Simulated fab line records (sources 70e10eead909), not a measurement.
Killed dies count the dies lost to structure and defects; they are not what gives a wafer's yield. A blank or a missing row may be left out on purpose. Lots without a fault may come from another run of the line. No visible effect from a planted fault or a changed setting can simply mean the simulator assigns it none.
Struck lot and sound lot, side by side / flow nand_harc / 14 out of 1302 route steps
Sound: these wafers, L984.3, L984.5, L984.6. Wafers L987.3, L987.5, L987.6 were the ones struck. The cause is named last.
Per side, at each step with rows, come the tool, then ch with its chambers, and then its first start. Under that, the readings that differ: sound wafers / struck wafers / difference of the means / sigmas: that difference in standard deviations of wafers without a fault.
alike: same words and numbers on both sides, and readings whose means sit less than 2 such deviations apart. not compared: any withheld reading, any reading some wafer has no value for, any bound like >300 that may hide the same value, and any number with overlapping values for which the record gives no deviation.
The two part at a step that has a row with sigmas, a row that says differs or no value, or rows on one side only. Numbers that don't overlap but have no deviation are shown without sigmas and don't part them. Lack of a reading on every wafer of one side parts them only where that side has two or more wafers.

NHARC_A_M1_PRE_CLEAN_32: time 12 s.
  sound on pecvd-01 ch 0,1, day 26 01:22; struck on pecvd-02 ch 1,2, day 27 01:02
  alike: heater_power_w
NHARC_A_M1_DEP_33: deposits SiCN, target thk 30 nm.
  sound on pecvd-01 ch 0,1, day 26 01:28; struck on pecvd-02 ch 1,2, day 27 01:08
  alike: heater_power_w
NHARC_A_BONDPAD_DEP_00: deposits SiCN, target thk 250 nm.
  sound on pecvd-01 ch 0,1; struck on pecvd-01 ch 0,2, day 27 01:44
  alike: heater_power_w
NHARC_A_BONDPAD_CMP_29: polishes SiCN, target thk 200 nm.
  sound on cmp-03 ch 1,2,3, day 26 02:27; struck on cmp-03 ch 0,1,3, day 27 02:07
  alike: motor_current_A
NHARC_A_BONDPAD_THK_MEAS_30: measures by ellipsometry.
  struck on film_metro-01, day 27 02:19; sound on film_metro-01, day 26 02:39
  alike: thk_nm
then, 7 steps without rows for these wafers: NHARC_A_BONDPAD_SRD_31; NHARC_A_BONDPAD_DEHYDRATE_01 (time 120 s); NHARC_A_BONDPAD_HMDS_02 (time 30 s); NHARC_A_BONDPAD_COAT_33 (time 65 s); NHARC_A_BONDPAD_COAT_03 (resist thk 600 nm); NHARC_A_BONDPAD_SOFTBAKE_04 (time 70 s); NHARC_A_BONDPAD_EBR_05.
NHARC_A_BONDPAD_EXPOSE_06: exposes mask A BPAD.
  sound on krf_scanner-03 ch 0, day 26 03:04; struck on krf_scanner-04, day 27 02:44
  no value came back on the struck wafers for exposure_dose_mJ_cm2, focus_offset_nm (nm); on the sound wafers exposure_dose_mJ_cm2 reads 36.99 36.96 36.95
  alike: mask
then, 1 step without rows for these wafers: NHARC_A_BONDPAD_PEB_07 (peb time 80 s).

== WHERE THEY PART ==
NHARC_A_BONDPAD_EXPOSE_06 only, going by this record.

WHY: what had been put in by the simulator
Skipped step whole: krf_scanner-04, from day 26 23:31 on, at NHARC_A_BONDPAD_EXPOSE_06. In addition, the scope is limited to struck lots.
